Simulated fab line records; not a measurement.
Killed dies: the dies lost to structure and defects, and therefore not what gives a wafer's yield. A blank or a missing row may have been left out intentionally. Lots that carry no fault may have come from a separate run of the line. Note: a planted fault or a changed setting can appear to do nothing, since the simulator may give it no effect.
Struck lot and sound lot, side by side + flow n5 finfet + 13 steps out of a route of 1938
Sound: these wafers, L829.2, L829.5, L829.6. Struck: wafer L826.3 (left out: L826.5, L826.6 of the same lot, which were not struck); the cause appears at the end.
For every step that has rows: the tool of each side, followed by ch and its chambers, followed by its first start. Under that, the readings that differ: sound wafers + struck wafers + difference of the means + sigmas: that difference in standard deviations of wafers without a fault.
alike: words and numbers the same on both sides, and readings whose means are apart by under 2 such deviations; not compared: readings that were withheld, readings missing a value for some wafer, numbers with overlapping values and no deviation given by the record, and bounds like >300 which may hide the same value.
The two part at a step that has a row with sigmas, a row that says differs or no value, or rows on one side only. Numbers that don't overlap but have no deviation are shown without sigmas and don't part them. Lack of a reading on every wafer of one side parts them only where that side has two or more wafers.

first, 9 steps without rows for these wafers: N5_HKMG_FIN_SOFTBAKE_07 (time 60 s); N5_HKMG_FIN_EXPOSE_09 (exposes mask NWFM); N5_HKMG_FIN_PEB_10 (peb time 60 s); N5_HKMG_FIN_DEVELOP_11 (develop time 30 s); N5_HKMG_FIN_DESCUM_17 (chemistry O2, time 7.9 s); N5_HKMG_FIN_ETCH_31 (etches SiARC in CF4, target depth 45.5 nm, time 75.8 s); N5_HKMG_FIN_ETCH_32 (etches SOC in N2/H2, target depth 240 nm, time 300 s); N5_HKMG_FIN_STRIP_33 (strips in N2/H2); N5_HKMG_FIN_STRIP_34 (strips in CF4).
N5_HKMG_FIN_ETCH_35: etches SOC in N2/H2, target depth 215.8 nm, time 243.4 s.
  sound on rie diel-03 ch 2,3, day 6 03:14; struck on rie diel-05 ch 1, day 5 11:14
| reading                                   | sound                | struck | difference | sigmas |
|-------------------------------------------|----------------------|--------|------------|--------|
| chamber pressure mTorr (mTorr)            | 29.992 30.001 30.005 | 30.072 | +0.073     | +3     |
| drypump motor current A (A)               | 6.2 5.8 6.1          | 4.9    | -1.1       | -2     |
| run length s (s)                          | 266.7 267.0 267.0    | 289.7  | +22.8      | +62    |
| model.HKMG_FIN.feature depth nm (nm)      | 218.2 218 216.4      | 235.6  | +18.1      |        |
| model.etch.depth nm (nm)                  | 218.2 217.9 216.3    | 235.6  | +18.1      |        |
| model.SOC_of_HKMG_FIN_COAT_29.thk nm (nm) | 82.2 82 83.8         | 63.8   | -18.9      |        |
  alike: h2 flow sccm, oes product au, rf vpp V, showerhead plenum p Torr, throttle valve pct
  not compared: rf hours counter h
N5_HKMG_FIN_STRIP_92: strips SOC in N2/H2, time 20 s.
  sound on rie diel-03 ch 2,3, day 6 03:23; struck on rie diel-05 ch 1, day 5 11:23
| reading                                   | sound          | struck | difference | sigmas |
|-------------------------------------------|----------------|--------|------------|--------|
| model.SOC_of_HKMG_FIN_COAT_29.thk nm (nm) | 71.8 71.8 73.2 | 53.6   | -18.7      |        |
  alike: chamber pressure mTorr, drypump motor current A, h2 flow sccm, oes product au, power w, rf vpp V, showerhead plenum p Torr, throttle valve pct
  not compared: rf hours counter h
then, 1 step without rows for these wafers: N5_HKMG_FIN_WET_ETCH_18 (etches TiN in SC1, time 55 s, target depth 5.2 nm, rinse time 30 s).
-- a jump in the record: the struck wafers' starts before and after are 5 days apart (it breaks off in module HKMG_FIN and resumes in module BEOL_M4, where the first step shown is number 1111 of the route) --
N5_BEOL_M4_RC_MEAS_101:
  sound on prober-01 ch 0, day 11 02:07; struck on prober-01 ch 0, day 10 08:11
  alike: DIBL_N, DIBL_P, IOFF_N, IOFF_P, ION_N, ION_P, SS_N, SS_P, VT_N, VT_P

WHERE THEY PART
Only at N5_HKMG_FIN_ETCH_35, within this record. Later steps at which nothing parts them and some readings are alike: N5_HKMG_FIN_STRIP_92, N5_BEOL_M4_RC_MEAS_101.

WHY: what the simulator had put in
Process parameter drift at N5_HKMG_FIN_ETCH_35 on rie diel-05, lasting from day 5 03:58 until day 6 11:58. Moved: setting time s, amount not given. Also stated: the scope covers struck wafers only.
